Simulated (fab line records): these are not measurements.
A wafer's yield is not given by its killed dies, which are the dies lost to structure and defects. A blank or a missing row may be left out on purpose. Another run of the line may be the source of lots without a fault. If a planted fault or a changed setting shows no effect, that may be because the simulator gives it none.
The same fault as seen by 3 desks || flow n5 finfet || each desk has only its own numbers; what lay behind them comes last

## TOOL OWNER'S DESK, cmp-04
The tool's own readings at N5_BEOL_M4_CMP_52 (polishes, stops on SiOC, t overpolish 6.8 s, target thk 40 nm): means of the sampled wafers that have a number, for each lot that ran on this tool. Marked OUT: a lot whose mean sits more than 4 standard deviations from the usual mean, which makes it out of limits; the brackets give that distance.
Columns: A = barrier field endpoint s at N5_BEOL_M4_CMP_52, usual 24.5 s; B = motor current A at N5_BEOL_M4_CMP_52, usual 6.1 A; C = overpolish run s at N5_BEOL_M4_CMP_52, usual 6.800 s; D = platen rpm at N5_BEOL_M4_CMP_52, usual 50.00 rpm; E = time to endpoint s at N5_BEOL_M4_CMP_52, usual 60 s
{"lot": "L472", "first seen here": "day 9 10:32", "A": 24.9, "B": 6.1, "C": 6.798, "D": 49.99, "E": 65}
{"lot": "L477", "first seen here": "day 10 14:43", "A": "41.2 (+19) OUT", "B": 6.0, "C": "0.042 (-99 or more) OUT", "D": 49.99, "E": "81 (+4.7) OUT"}
{"lot": "L478", "first seen here": "day 10 19:17", "A": "41.2 (+19) OUT", "B": 6.3, "C": "0.040 (-99 or more) OUT", "D": 50.01, "E": "81 (+4.8) OUT"}
{"lot": "L489", "first seen here": "day 14 00:55", "A": 24.2, "B": 6.2, "C": 6.804, "D": 50.02, "E": 58}
This desk finds L477, L478 out of limits, L477 being first, at day 10 14:43 (barrier field endpoint s at N5_BEOL_M4_CMP_52). In limits: L472, L489.

## THE DEFECT DESK
Lot by lot, what the route's inspections counted, given as the mean of those sampled wafers with a number. Marked OUT: a lot whose mean sits more than 4 standard deviations from the usual mean, which makes it out of limits; the brackets give that distance.
Columns: A = raw defect count at N5_BEOL_M4_INSPECT_59, usual 75
{"lot": "L467", "first seen here": "day 8 09:12", "A": 86}
{"lot": "L472", "first seen here": "day 9 11:07", "A": 55}
{"lot": "L477", "first seen here": "day 10 15:11", "A": "5042 (+99 or more) OUT"}
{"lot": "L478", "first seen here": "day 10 19:52", "A": "5011 (+99 or more) OUT"}
{"lot": "L480", "first seen here": "day 11 03:52", "A": 83}
{"lot": "L485", "first seen here": "day 12 15:25", "A": 113}
{"lot": "L484", "first seen here": "day 13 02:18", "A": 75}
{"lot": "L488", "first seen here": "day 13 16:19", "A": 48}
{"lot": "L489", "first seen here": "day 14 01:29", "A": 56}
This desk finds L477, L478 out of limits, L477 being first, at day 10 15:11 (raw defect count at N5_BEOL_M4_INSPECT_59). In limits: L467, L472, L480, L485, L484, L488, L489.

## THE METROLOGY DESK
What the gauges read for every lot (on any tool): the sampled wafers with a number, averaged. Marked OUT: a lot whose mean sits more than 4 standard deviations from the usual mean, which makes it out of limits; the brackets give that distance. It has 11 readings, of which 7 appear: the earliest out of limits, and the ones furthest out on some lot.
Columns: A = M4_THK at N5_BEOL_M4_THK_MEAS_53, usual 38.2 nm; B = DIBL_N at N5_BEOL_M4_RC_MEAS_101, usual 36.4 mV/V; C = DIBL_P at N5_BEOL_M4_RC_MEAS_101, usual 36.1 mV/V; D = IOFF_N at N5_BEOL_M4_RC_MEAS_101, usual 0.16 nA/um; E = IOFF_P at N5_BEOL_M4_RC_MEAS_101, usual 0.20 nA/um; F = ION_N at N5_BEOL_M4_RC_MEAS_101, usual 670 uA/um; G = ION_P at N5_BEOL_M4_RC_MEAS_101, usual 459 uA/um
{"lot": "L467", "first seen here": "day 8 08:38", "A": 36.9, "B": 40.6, "C": 41.9, "D": 0.22, "E": 0.26, "F": 676, "G": 457}
{"lot": "L472", "first seen here": "day 9 10:50", "A": 40.8, "B": 36.1, "C": 35.7, "D": 0.18, "E": 0.21, "F": 670, "G": 455}
{"lot": "L477", "first seen here": "day 10 14:53", "A": "143.0 (+52) OUT", "B": "-", "C": "-", "D": "-", "E": "-", "F": "-", "G": "-"}
{"lot": "L478", "first seen here": "day 10 19:35", "A": "146.8 (+54) OUT", "B": "-", "C": "-", "D": "-", "E": "-", "F": "-", "G": "-"}
{"lot": "L480", "first seen here": "day 11 03:35", "A": 37.8, "B": 37.4, "C": 34.8, "D": 0.15, "E": 0.21, "F": 667, "G": 459}
{"lot": "L485", "first seen here": "day 12 15:07", "A": 36.1, "B": 35.7, "C": 36.1, "D": 0.15, "E": 0.19, "F": 665, "G": 456}
{"lot": "L484", "first seen here": "day 13 01:58", "A": 35.6, "B": 35.8, "C": 36.7, "D": 0.14, "E": 0.23, "F": 663, "G": 466}
{"lot": "L488", "first seen here": "day 13 15:46", "A": 39.7, "B": 36.5, "C": 36.1, "D": 0.16, "E": 0.18, "F": 665, "G": 451}
{"lot": "L489", "first seen here": "day 14 01:12", "A": 39.4, "B": 37.2, "C": 37.4, "D": 0.18, "E": 0.23, "F": 688, "G": 472}
This desk's result: L477, L478 out of limits, first on L477 (M4_THK at N5_BEOL_M4_THK_MEAS_53), day 10 14:53. In limits: L467, L472, L480, L485, L484, L488, L489.

## PUT TOGETHER
At day 10 14:43, on L477, L478, the tool owner's desk was in a position to raise an alarm.
On L477, L478, the metrology desk was in a position to raise an alarm at day 10 14:53.
The defect desk could have raised an alarm at day 10 15:11, on L477, L478.
All the named lots went through N5_BEOL_M4_CMP_52 on cmp-04.

## WHAT THE SIMULATOR PUT IN
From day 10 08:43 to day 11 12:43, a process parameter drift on cmp-04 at N5_BEOL_M4_CMP_52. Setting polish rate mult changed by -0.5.
Shown lots that were struck: L477, L478.
Hours from the fault's start to each desk's first reading out of limits: the tool owner's desk, 6; the metrology desk, 6; the defect desk, 6.
